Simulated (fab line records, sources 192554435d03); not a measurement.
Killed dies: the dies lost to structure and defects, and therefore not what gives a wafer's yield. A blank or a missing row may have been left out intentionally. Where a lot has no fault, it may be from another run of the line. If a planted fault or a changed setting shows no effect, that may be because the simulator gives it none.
A lot that was struck, set against a sound lot | flow n5Finfet | 15 steps out of a route of 1938
Sound: the wafers L575.1, L575.3, L575.4. Struck: wafer L585.4; the same lot's L585.6 was not struck, so it is left out; see the end for the cause.
At each step with rows: each side's tool, then ch and its chambers, then its first start. Under that, the readings that differ: sound wafers | struck wafers | difference of the means | sigmas: that difference in standard deviations of wafers without a fault.
alike: readings whose means differ by less than 2 such deviations, and words and numbers that are the same on both sides. not compared: withheld readings, readings that some wafer has no value for, bounds like >300 that may hide the same value, and numbers for which the record gives no deviation and whose values overlap.
Wherever a step has rows on one side only, a row that says differs or no value, or a row with sigmas, the two part there. Numbers that have no deviation but don't overlap get no sigmas and don't part them. A reading missing from all wafers of one side parts the sides only when that side holds two or more wafers.

first, 8 steps without rows for these wafers: N5_BEOL_M11_COAT_59 (time 60 s, resist thk 100 nm); N5_BEOL_M11_COAT_60 (time 60 s, resist thk 30 nm); N5_BEOL_M11_COAT_05 (resist thk 90 nm); N5_BEOL_M11_EBR_07; N5_BEOL_M11_SOFTBAKE_06 (time 60 s); N5_BEOL_M11_EXPOSE_08 (exposes mask M11); N5_BEOL_M11_PEB_09 (peb time 60 s); N5_BEOL_M11_DEVELOP_10 (develop time 30 s).
N5_BEOL_M11_CD_MEAS_11 targets a cd of 64.1 nm.
  sound on cdSem-03 ch 0, day 12 21:38; struck on cdSem-03 ch 0, day 15 07:04
  alike: cdNm
N5_BEOL_M11_OVL_MEAS_12:
  sound on overlay-02 ch 0, day 12 21:40; struck on overlay-02 ch 0, day 15 07:06
  alike: M11_OVL
N5_BEOL_M11_INSPECT_13: inspects for defects (brightfield).
  sound: defectInspect-01 at day 12 21:42; struck: defectInspect-01 at day 15 07:07
  alike: rawDefectCount
N5_BEOL_M11_DESCUM_16: chemistry O2, time 7.9 s.
  sound on rieDiel-06 ch 0,1,2, day 12 21:52; struck on rieDiel-02 ch 0, day 15 07:09
reading                  | sound             | struck | difference | sigmas
drypumpMotorCurrentA (A) | 6.0 5.6 6.0       | 6.8    | +0.9       | +2
rfVppV (V)               | 240.0 243.7 242.3 | 246.0  | +4.0       | +2
  alike: oesProductAu, showerheadPlenumPTorr, throttleValvePct
  not compared: rfHoursCounterH
N5_BEOL_M11_ETCH_61: etches SiARC in CF4, target depth 39 nm, time 65 s.
  sound on rieDiel-06 ch 0,1,2, day 12 21:54; struck on rieDiel-02 ch 0, day 15 07:11
reading           | sound          | struck | difference | sigmas
etchRfOnTimeS (s) | 65.8 68.7 64.4 | 104.3  | +38.0      | +29
  alike: drypumpMotorCurrentA, oesProductAu, rfVppV, showerheadPlenumPTorr, throttleValvePct
  not compared: rfHoursCounterH
N5_BEOL_M11_ETCH_62: etches SOC in N2/H2, target depth 110 nm, overetch 22 nm, time 165 s.
  sound on rieDiel-06 ch 0,1,2, day 12 21:57; struck on rieDiel-02 ch 0, day 15 07:14
reading                  | sound       | struck | difference | sigmas
drypumpMotorCurrentA (A) | 6.0 5.6 6.0 | 6.8    | +0.9       | +2
  alike: h2FlowSccm, n2FlowSccm, oesProductAu, rfVppV, showerheadPlenumPTorr, throttleValvePct
  not compared: rfHoursCounterH
N5_PASSIVATION_PROBE_49:
  sound: prober-01 at day 14 20:28; struck: prober-02 at day 17 01:17
reading       | sound  | struck | difference | sigmas
killedAtOther | 13 4 4 | 0      | -7         | -2
  alike: defectLimitedYield, killed_at_M0_to_M3, killed_at_M4_up, killedAtContacts, killedAtFrontEnd, killedDies, killedOpen, killedShort, sort_bin_5_function, sort_bin_6_memory, sortNPass, sortYieldPct

== WHERE THEY PART ==
Earliest at N5_BEOL_M11_DESCUM_16; latest, in this record, at N5_PASSIVATION_PROBE_49.

WHY: what the simulator had put in
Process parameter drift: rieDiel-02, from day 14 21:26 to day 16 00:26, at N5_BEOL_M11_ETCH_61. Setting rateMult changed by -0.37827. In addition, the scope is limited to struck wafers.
